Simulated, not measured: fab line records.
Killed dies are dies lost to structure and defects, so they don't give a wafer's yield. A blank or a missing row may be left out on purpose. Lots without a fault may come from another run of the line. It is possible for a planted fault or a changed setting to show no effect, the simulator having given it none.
A single fault, viewed from 2 desks :: flow n5-finfet :: each desk has only its own numbers; what lay behind them comes last

THE METROLOGY DESK
Lot by lot, what the gauges showed, no matter which tool ran the lot: averages of those sampled wafers that carry a number. The brackets show how far a lot's mean lies from the usual mean; more than 4 standard deviations puts the lot out of limits, marked OUT.
Columns: A = FIN_CORE_OVL at N5_FIN_SAQP_OVL_MEAS_17, usual -0.2 nm
lot: L215
first seen here: day 1 22:10
A: -0.2

lot: L217
first seen here: day 2 09:23
A: -0.2

lot: L218
first seen here: day 2 15:51
A: -1.1

lot: L221
first seen here: day 3 10:05
A: -0.4

lot: L222
first seen here: day 3 16:16
A: -0.3

lot: L223
first seen here: day 4 00:12
A: -1.0

lot: L230
first seen here: day 5 15:49
A: 0.2

lot: L231
first seen here: day 5 21:34
A: -0.2

lot: L234
first seen here: day 6 16:23
A: -0.4

lot: L235
first seen here: day 6 21:48
A: 0.5

lot: L238
first seen here: day 7 15:17
A: -0.1
Finding of this desk: none of the 11 lots has anything out of limits.

TOOL OWNER'S DESK, rie-si-03
The tool's own readings at N5_FIN_SAQP_MANDREL_ETCH_58 (etches a-Si in HBr/Cl2, stops on SiNx, target depth 45 nm, bt time 10 s, time 27 s): means of the sampled wafers that have a number, for each lot that ran on this tool. The brackets show how far a lot's mean lies from the usual mean; more than 4 standard deviations puts the lot out of limits, marked OUT.
Columns: A = drypump-motor-current-A at N5_FIN_SAQP_MANDREL_ETCH_58, usual 5.6 A; B = oes-product-au at N5_FIN_SAQP_MANDREL_ETCH_58, usual 0.695 a.u.; C = rf-fwd-power-W at N5_FIN_SAQP_MANDREL_ETCH_58, usual 794.8 W; D = throttle-valve-pct at N5_FIN_SAQP_MANDREL_ETCH_58, usual 35.6 %
lot: L217
first seen here: day 2 12:01
A: 5.8
B: 0.694
C: 794.9
D: 36.0

lot: L218
first seen here: day 2 18:47
A: 5.6
B: 0.690
C: 794.8
D: 35.5

lot: L221
first seen here: day 3 12:21
A: 5.9
B: 0.698
C: 795.3
D: 35.9

lot: L222
first seen here: day 3 18:45
A: 5.9
B: 0.702
C: 794.6
D: 35.8

lot: L223
first seen here: day 4 02:53
A: 5.4
B: 0.693
C: 793.6
D: 35.4

lot: L230
first seen here: day 5 18:05
A: 5.6
B: 0.684
C: 312.9 (-99 or more) OUT
D: 35.6

lot: L234
first seen here: day 6 18:45
A: 5.7
B: 0.699
C: 314.6 (-99 or more) OUT
D: 35.5
Finding of this desk: L230, L234 out of limits; the first was L230 at day 5 18:05, on rf-fwd-power-W at N5_FIN_SAQP_MANDREL_ETCH_58. L217, L218, L221, L222, L223 stayed within limits.

PUT TOGETHER
At day 5 18:05, on L230, L234, the tool owner's desk was in a position to raise an alarm.
Nothing out of limits was seen by the metrology desk.
The metrology desk has L230, L234 on record, within its limits.
Of the lots named, all ran N5_FIN_SAQP_MANDREL_ETCH_58 on rie-si-03.

WHAT HAD BEEN PUT IN BY THE SIMULATOR
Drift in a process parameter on rie-si-03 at N5_FIN_SAQP_MANDREL_ETCH_58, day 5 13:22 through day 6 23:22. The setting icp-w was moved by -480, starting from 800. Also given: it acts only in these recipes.
Shown lots that were struck: L230, L234.
Delay in hours, fault start to first out-of-limits reading, by desk: the tool owner's desk at 5.
